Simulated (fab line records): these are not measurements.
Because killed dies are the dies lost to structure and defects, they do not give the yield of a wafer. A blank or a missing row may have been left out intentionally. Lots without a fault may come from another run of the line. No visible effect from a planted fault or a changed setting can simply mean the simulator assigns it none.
Chamber matching / flow nandHarc / NHARC_P_BONDPAD_ETCH_37 on rieDiel-09: 4 sister chambers
The step etches the open film in N2/H2, target depth 60 nm, overetch 18 nm, time 65.91 s. 22 wafers are shown with their chamber, then 11 later ones without.

WAFERS, EACH WITH ITS CHAMBER
wafer=L134.2; chamber=0; showerheadPlenumPTorr (Torr)=1.93; drypumpMotorCurrentA (A)=6.3; rfVppV (V)=426.7
wafer=L134.4; chamber=1; showerheadPlenumPTorr (Torr)=2.14; drypumpMotorCurrentA (A)=4.9; rfVppV (V)=434.5
wafer=L134.6; chamber=0; showerheadPlenumPTorr (Torr)=1.93; drypumpMotorCurrentA (A)=6.3; rfVppV (V)=426.9
wafer=L137.1; chamber=0; showerheadPlenumPTorr (Torr)=1.93; drypumpMotorCurrentA (A)=6.4; rfVppV (V)=428.1
wafer=L137.2; chamber=3; showerheadPlenumPTorr (Torr)=1.97; drypumpMotorCurrentA (A)=6.0; rfVppV (V)=428.3
wafer=L137.6; chamber=0; showerheadPlenumPTorr (Torr)=1.93; drypumpMotorCurrentA (A)=6.3; rfVppV (V)=428.4
wafer=L140.2; chamber=2; showerheadPlenumPTorr (Torr)=1.92; drypumpMotorCurrentA (A)=5.4; rfVppV (V)=426.9
wafer=L140.4; chamber=0; showerheadPlenumPTorr (Torr)=1.93; drypumpMotorCurrentA (A)=6.3; rfVppV (V)=428.8
wafer=L140.5; chamber=2; showerheadPlenumPTorr (Torr)=1.92; drypumpMotorCurrentA (A)=5.4; rfVppV (V)=428.1
wafer=L143.1; chamber=2; showerheadPlenumPTorr (Torr)=1.92; drypumpMotorCurrentA (A)=5.4; rfVppV (V)=427.4
wafer=L143.3; chamber=0; showerheadPlenumPTorr (Torr)=1.93; drypumpMotorCurrentA (A)=6.4; rfVppV (V)=428.0
wafer=L143.6; chamber=1; showerheadPlenumPTorr (Torr)=2.14; drypumpMotorCurrentA (A)=4.9; rfVppV (V)=432.3
wafer=L145.2; chamber=1; showerheadPlenumPTorr (Torr)=2.14; drypumpMotorCurrentA (A)=4.9; rfVppV (V)=433.6
wafer=L145.3; chamber=2; showerheadPlenumPTorr (Torr)=1.92; drypumpMotorCurrentA (A)=5.5; rfVppV (V)=426.6
wafer=L145.4; chamber=0; showerheadPlenumPTorr (Torr)=1.93; drypumpMotorCurrentA (A)=6.3; rfVppV (V)=428.3
wafer=L147.2; chamber=1; showerheadPlenumPTorr (Torr)=2.14; drypumpMotorCurrentA (A)=4.9; rfVppV (V)=432.5
wafer=L147.4; chamber=3; showerheadPlenumPTorr (Torr)=1.97; drypumpMotorCurrentA (A)=6.0; rfVppV (V)=429.0
wafer=L147.5; chamber=2; showerheadPlenumPTorr (Torr)=1.92; drypumpMotorCurrentA (A)=5.4; rfVppV (V)=427.3
wafer=L149.1; chamber=3; showerheadPlenumPTorr (Torr)=1.97; drypumpMotorCurrentA (A)=6.0; rfVppV (V)=427.0
wafer=L149.4; chamber=1; showerheadPlenumPTorr (Torr)=2.13; drypumpMotorCurrentA (A)=4.9; rfVppV (V)=433.9
wafer=L149.5; chamber=0; showerheadPlenumPTorr (Torr)=1.93; drypumpMotorCurrentA (A)=6.4; rfVppV (V)=426.8
wafer=L150.1; chamber=1; showerheadPlenumPTorr (Torr)=2.13; drypumpMotorCurrentA (A)=4.9; rfVppV (V)=432.9

SIGNATURES, as means of the wafers listed above
reading=showerheadPlenumPTorr; chamber 0=1.9300; chamber 1=2.1367; chamber 2=1.9200; chamber 3=1.9700; scatter within a chamber=0.00272
reading=drypumpMotorCurrentA; chamber 0=6.338; chamber 1=4.900; chamber 2=5.420; chamber 3=6.000; scatter within a chamber=0.0386
reading=rfVppV; chamber 0=427.750; chamber 1=433.283; chamber 2=427.260; chamber 3=428.100; scatter within a chamber=0.809
Rule: a wafer lies at a distance from a chamber equal to the root of the sum of squares, over the readings, of (its reading less the chamber's mean, divided by the reading's scatter). If the next closest chamber is less than 2 further off than the closest, the wafer can't be placed; otherwise it belongs to the closest. The scatter: the root of (the sum of the squares of (reading less its chamber's mean) over the shown wafers, divided by (wafers less chambers)).

WAFERS WHOSE CHAMBER IS MISSING
wafer=L150.3; showerheadPlenumPTorr (Torr)=1.93; drypumpMotorCurrentA (A)=6.4; rfVppV (V)=426.3
wafer=L150.5; showerheadPlenumPTorr (Torr)=1.92; drypumpMotorCurrentA (A)=5.5; rfVppV (V)=427.9
wafer=L151.1; showerheadPlenumPTorr (Torr)=1.93; drypumpMotorCurrentA (A)=6.4; rfVppV (V)=428.6
wafer=L151.3; showerheadPlenumPTorr (Torr)=1.92; drypumpMotorCurrentA (A)=5.4; rfVppV (V)=427.2
wafer=L151.4; showerheadPlenumPTorr (Torr)=2.13; drypumpMotorCurrentA (A)=4.9; rfVppV (V)=434.1
wafer=L153.2; showerheadPlenumPTorr (Torr)=1.92; drypumpMotorCurrentA (A)=5.4; rfVppV (V)=425.9
wafer=L153.4; showerheadPlenumPTorr (Torr)=2.13; drypumpMotorCurrentA (A)=4.9; rfVppV (V)=433.1
wafer=L153.6; showerheadPlenumPTorr (Torr)=2.13; drypumpMotorCurrentA (A)=4.9; rfVppV (V)=432.0
wafer=L152.1; showerheadPlenumPTorr (Torr)=1.93; drypumpMotorCurrentA (A)=6.4; rfVppV (V)=427.5
wafer=L152.2; showerheadPlenumPTorr (Torr)=1.97; drypumpMotorCurrentA (A)=6.0; rfVppV (V)=428.4
wafer=L152.5; showerheadPlenumPTorr (Torr)=1.97; drypumpMotorCurrentA (A)=5.9; rfVppV (V)=428.9

WHICH CHAMBER EACH WENT THROUGH
wafer=L150.3; from the rows above=0; in truth=0
wafer=L150.5; from the rows above=2; in truth=2
wafer=L151.1; from the rows above=0; in truth=0
wafer=L151.3; from the rows above=2; in truth=2
wafer=L151.4; from the rows above=1; in truth=1
wafer=L153.2; from the rows above=2; in truth=2
wafer=L153.4; from the rows above=1; in truth=1
wafer=L153.6; from the rows above=1; in truth=1
wafer=L152.1; from the rows above=0; in truth=0
wafer=L152.2; from the rows above=3; in truth=3
wafer=L152.5; from the rows above=3; in truth=3
Placed correctly: 11 of 11. Left unplaced by these rows: 0. 0 placed wrongly.
